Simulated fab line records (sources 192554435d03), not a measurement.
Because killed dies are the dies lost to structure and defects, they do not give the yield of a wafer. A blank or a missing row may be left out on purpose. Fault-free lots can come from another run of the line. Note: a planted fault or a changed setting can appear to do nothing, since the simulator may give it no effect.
Matching of chambers ; flow n5_finfet ; N5_BEOL_M3_DESCUM_16 on rie_diel-02 has 4 sister chambers
The step chemistry O2, time 7 s. 8 wafers are shown with their chamber, then 8 later ones without.

WAFERS PAIRED WITH THEIR CHAMBERS
wafer;chamber;drypump_motor_current_A (A);showerhead_plenum_p_Torr (Torr)
L076.5;2;5.9;1.98
L076.6;3;6.2;2.18
L079.2;2;5.9;1.98
L087.4;0;5.2;2.11
L089.1;3;6.3;2.17
L089.3;1;6.3;2.13
L089.6;1;6.3;2.13
L090.2;0;5.2;2.11

WAFERS MISSING THEIR CHAMBER
wafer;drypump_motor_current_A (A);showerhead_plenum_p_Torr (Torr)
L090.3;6.3;2.13
L090.5;5.9;2.24
L093.2;5.9;2.23
L093.5;5.9;2.23
L093.6;6.2;2.17
L097.1;5.2;2.11
L097.3;5.2;2.11
L097.4;5.2;2.11

THE CHAMBER EACH PASSED THROUGH
wafer;from the rows above;in truth
L090.3;1;1
L090.5;3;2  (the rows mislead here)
L093.2;3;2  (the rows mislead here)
L093.5;3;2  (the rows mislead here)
L093.6;3;3
L097.1;0;0
L097.3;0;0
L097.4;0;0
Placed correctly: 5 of 8. Can't be placed from these rows: 0. 3 placed wrongly.
How it was worked out, from the rows above alone: a wafer's distance from a chamber is the root of the sum, over the readings, of the square of ((its reading less the chamber's mean) divided by the reading's scatter). If the next closest chamber is less than 2 further off than the closest, the wafer can't be placed; otherwise it belongs to the closest. Each chamber's mean is taken over the wafers shown for it. The scatter is the square root of a quotient: the sum, over the shown wafers, of each reading's squared deviation from its chamber's mean, divided by wafers minus chambers.
